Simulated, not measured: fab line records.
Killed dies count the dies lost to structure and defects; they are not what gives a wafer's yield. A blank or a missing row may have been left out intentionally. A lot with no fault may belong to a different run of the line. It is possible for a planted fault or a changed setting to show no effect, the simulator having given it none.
What tool caused it? ; flow n5-finfet ; 15 lots, 38 wafers sampled, at 4 steps of a route of 1938

WHAT EACH GAUGE READ, for each wafer
No reading from a measuring or inspecting step in the record can be judged against a usual standard deviation.

WHICH TOOL RAN EACH LOT (tool, then ch and the chambers of the sampled wafers, then the start)
lot;N5_BEOL_M3_ANNEAL_51;N5_BEOL_M3_CO_CAP_55;N5_BEOL_M4_PECVD_72;N5_BEOL_M4_DEVELOP_10
L215;rtp-anneal-01 ch 0, day 7 14:32;cvd-co-01 ch 0,1,2, day 7 15:07;pecvd-03 ch 0,1,2, day 7 15:28;litho-track-02 ch 0, day 7 15:50
L218;rtp-anneal-01 ch 0, day 8 05:09;cvd-co-02 ch 0,1, day 8 05:47;pecvd-03 ch 0,1, day 8 06:08;litho-track-03 ch 0, day 8 06:50
L217;rtp-anneal-02 ch 0, day 8 06:31;cvd-co-01 ch 0, day 8 07:06;pecvd-01 ch 2, day 8 07:27;litho-track-02 ch 0, day 8 11:32
L219;rtp-anneal-01 ch 0, day 8 12:33;cvd-co-01 ch 1,2, day 8 13:15;pecvd-03 ch 0,1, day 8 13:36;litho-track-04 ch 0, day 8 15:43
L220;rtp-anneal-01 ch 0, day 8 16:55;cvd-co-01 ch 1,2, day 8 17:30;pecvd-03 ch 0,1, day 8 17:51;litho-track-03 ch 0, day 8 18:46
L221;rtp-anneal-02 ch 0, day 8 21:07;cvd-co-02 ch 0,1, day 8 21:47;pecvd-04 ch 1,2, day 8 22:08;litho-track-03 ch 0, day 8 22:55
L222;rtp-anneal-02 ch 0, day 9 05:04;cvd-co-02 ch 0,1, day 9 05:45;pecvd-01 ch 0,1, day 9 06:07;litho-track-02 ch 0, day 9 08:42
L224;rtp-anneal-01 ch 0, day 9 19:15;cvd-co-01 ch 1,2, day 9 19:52;pecvd-03 ch 0,1, day 9 20:15;litho-track-03 ch 0, day 9 22:38
L225;rtp-anneal-01 ch 0, day 9 22:46;cvd-co-02 ch 1,2, day 9 23:28;pecvd-03 ch 0,2, day 9 23:49;litho-track-04 ch 0, day 10 01:31
L229;rtp-anneal-02 ch 0, day 10 21:17;cvd-co-02 ch 0,1,2, day 10 21:57;pecvd-04 ch 0,1,2, day 10 22:18;litho-track-02, day 10 23:37
L228;rtp-anneal-01 ch 0, day 11 07:28;cvd-co-01 ch 0,2, day 11 08:11;pecvd-03 ch 0,1,2, day 11 08:32;litho-track-02, day 11 09:30
L230;rtp-anneal-02 ch 0, day 11 10:21;cvd-co-02 ch 1,2, day 11 11:01;pecvd-01 ch 0,1,2, day 11 11:22;litho-track-02, day 11 11:46
L235;rtp-anneal-01 ch 0, day 12 08:14;cvd-co-01 ch 0,2, day 12 08:56;pecvd-03 ch 0,1,2, day 12 09:17;litho-track-02 ch 0, day 12 11:40
L236;rtp-anneal-01 ch 0, day 12 18:23;cvd-co-01 ch 0,1,2, day 12 19:04;pecvd-01 ch 1,2, day 12 19:25;litho-track-02 ch 0, day 12 21:59
L237;rtp-anneal-01 ch 0, day 13 09:50;cvd-co-01 ch 0,2, day 13 10:28;pecvd-04 ch 0,1, day 13 10:52;litho-track-02 ch 0, day 13 12:00
- N5_BEOL_M3_ANNEAL_51: time 90 s.
- N5_BEOL_M3_CO_CAP_55: material Co, precursor CCTBA/H2, target thk 2 nm, time 102.1 s.
- N5_BEOL_M4_PECVD_72: deposits SiO2 from TEOS/O2, target thk 16 nm, time 18 s.
- N5_BEOL_M4_DEVELOP_10: develop time 30 s.

AS READ BY THE TOOLS THEMSELVES (means over the sampled wafers that have a number; for cases with no such wafer, the mark the record gives instead)
N5_BEOL_M3_ANNEAL_51. Usual: wafer_temp_C_max reads 225.98 (standard deviation 0.3).
lot;tool;wafer_temp_C_max;flag
L215;rtp-anneal-01;226.11;
L218;rtp-anneal-01;225.71;
L217;rtp-anneal-02;226.18;
L219;rtp-anneal-01;225.76;
L220;rtp-anneal-01;225.76;
L221;rtp-anneal-02;226.26;
L222;rtp-anneal-02;226.04;
L224;rtp-anneal-01;225.95;
L225;rtp-anneal-01;225.85;
L229;rtp-anneal-02;226.06;
L228;rtp-anneal-01;225.66;
L230;rtp-anneal-02;226.11;
L235;rtp-anneal-01;225.93;
L236;rtp-anneal-01;225.68;
L237;rtp-anneal-01;225.87;

N5_BEOL_M3_CO_CAP_55. Usual: heater-power-w reads 240 W (standard deviation 18).
lot;tool;heater-power-w (W);flag
L215;cvd-co-01;242;
L218;cvd-co-02;254;
L217;cvd-co-01;216;
L219;cvd-co-01;250;
L220;cvd-co-01;250;
L221;cvd-co-02;250;
L222;cvd-co-02;254;
L224;cvd-co-01;254;
L225;cvd-co-02;228;
L229;cvd-co-02;242;
L228;cvd-co-01;228;
L230;cvd-co-02;230;
L235;cvd-co-01;229;
L236;cvd-co-01;238;
L237;cvd-co-01;243;

N5_BEOL_M4_PECVD_72. Usual: heater-power-w 686 W, standard deviation 77; rf-fwd-power-W 444.5 W, standard deviation 2.3; showerhead-plenum-p-Torr 8.78 Torr, standard deviation 0.05; throttle-valve-pct 23.0 %, standard deviation 0.83.
lot;tool;heater-power-w (W);rf-fwd-power-W (W);showerhead-plenum-p-Torr (Torr);throttle-valve-pct (%);flag
L215;pecvd-03;676;445.5;8.78;22.9;
L218;pecvd-03;648;444.2;8.77;23.5;
L217;pecvd-01;646;445.9;8.79;22.1;
L219;pecvd-03;674;444.3;8.75;23.6;
L220;pecvd-03;662;446.2;8.77;23.6;
L221;pecvd-04;704;444.0;8.77;22.7;
L222;pecvd-01;752;444.9;8.79;23.6;
L224;pecvd-03;669;445.1;8.80;23.7;
L225;pecvd-03;606;443.5;8.80;23.1;
L229;pecvd-04;745;443.7;8.78;22.8;
L228;pecvd-03;688;444.2;8.77;23.1;
L230;pecvd-01;692;444.6;8.78;23.0;
L235;pecvd-03;681;443.4;8.78;23.1;
L236;pecvd-01;615;446.3;8.79;22.6;
L237;pecvd-04;630;442.0;8.77;23.0;

N5_BEOL_M4_DEVELOP_10. Usual: chill-plate-temp-C reads 23.00 C (standard deviation 0.1).
lot;tool;chill-plate-temp-C (C);flag
L215;litho-track-02;22.94;
L218;litho-track-03;22.94;
L217;litho-track-02;23.00;
L219;litho-track-04;23.16;
L220;litho-track-03;23.02;
L221;litho-track-03;22.98;
L222;litho-track-02;23.04;
L224;litho-track-03;22.92;
L225;litho-track-04;22.94;
L229;litho-track-02;-;OFF
L228;litho-track-02;-;OFF
L230;litho-track-02;-;OFF
L235;litho-track-02;22.97;
L236;litho-track-02;23.03;
L237;litho-track-02;22.95;

THE ANSWER, worked out from the rows above alone
Rule: a lot counts as off when the mean over its wafers that have a number is more than 3 standard deviations away from the usual mean. Also off: a lot with no number at a reading for which 4 or more lots have one. The other lots that the step has rows for count as sound. First the gauges in route order, then the tools' own readings, where a lot's mean is used as printed above. At the first step where some lot is off, the reading lying furthest off is the one used; lots without a number count as furthest.
Off: L229, L228, L230, at N5_BEOL_M4_DEVELOP_10 (chill-plate-temp-C). Without a number there: L229, L228, L230.
A tool fits if, at that step or a process step before it, it ran every lot that is off, and no sound lot after the first of them. None of those tried fits.

WHAT THE SIMULATOR HAD INSERTED
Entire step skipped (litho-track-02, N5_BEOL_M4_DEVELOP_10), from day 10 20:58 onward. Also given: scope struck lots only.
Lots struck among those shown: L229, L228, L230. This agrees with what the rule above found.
